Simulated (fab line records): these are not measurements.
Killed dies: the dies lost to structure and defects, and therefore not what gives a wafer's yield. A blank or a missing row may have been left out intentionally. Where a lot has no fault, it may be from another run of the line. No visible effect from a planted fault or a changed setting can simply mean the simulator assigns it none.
Chamber matching / flow nand harc / 4 sister chambers for NHARC_A_STAIRCASE_DESCUM_270 on rie diel-06
The step chemistry O2, time 3 s. 4 wafers are shown with their chamber, then 9 later ones without.

## WAFERS WITH THEIR CHAMBER
wafer=L084.2; chamber=2; showerhead plenum p Torr (Torr)=1.96
wafer=L083.2; chamber=1; showerhead plenum p Torr (Torr)=2.06
wafer=L083.3; chamber=0; showerhead plenum p Torr (Torr)=1.81
wafer=L083.4; chamber=3; showerhead plenum p Torr (Torr)=1.86

## WAFERS WITH NO CHAMBER GIVEN
wafer=L090.2; showerhead plenum p Torr (Torr)=1.96
wafer=L090.3; showerhead plenum p Torr (Torr)=1.80
wafer=L090.6; showerhead plenum p Torr (Torr)=1.85
wafer=L092.2; showerhead plenum p Torr (Torr)=1.80
wafer=L092.3; showerhead plenum p Torr (Torr)=1.95
wafer=L092.4; showerhead plenum p Torr (Torr)=2.05
wafer=L093.2; showerhead plenum p Torr (Torr)=1.80
wafer=L093.4; showerhead plenum p Torr (Torr)=2.05
wafer=L093.6; showerhead plenum p Torr (Torr)=1.85

## THE CHAMBER EACH PASSED THROUGH
wafer=L090.2; from the rows above=2; in truth=2
wafer=L090.3; from the rows above=0; in truth=0
wafer=L090.6; from the rows above=3; in truth=3
wafer=L092.2; from the rows above=0; in truth=0
wafer=L092.3; from the rows above=2; in truth=2
wafer=L092.4; from the rows above=1; in truth=1
wafer=L093.2; from the rows above=0; in truth=0
wafer=L093.4; from the rows above=1; in truth=1
wafer=L093.6; from the rows above=3; in truth=3
Placed correctly: 9 of 9. Number that these rows cannot place: 0. Wrongly placed: 0.
How it was worked out, from the rows above alone: a wafer's distance from a chamber is the root of the sum, over the readings, of the square of ((its reading less the chamber's mean) divided by the reading's scatter). The wafer belongs to the nearest chamber; if the next one is less than 2 further off, it can't be placed. A chamber's mean is the mean of its shown wafers. The scatter: root of mean squared gap, hidden wafer to nearest shown wafer, with one shown wafer a chamber.
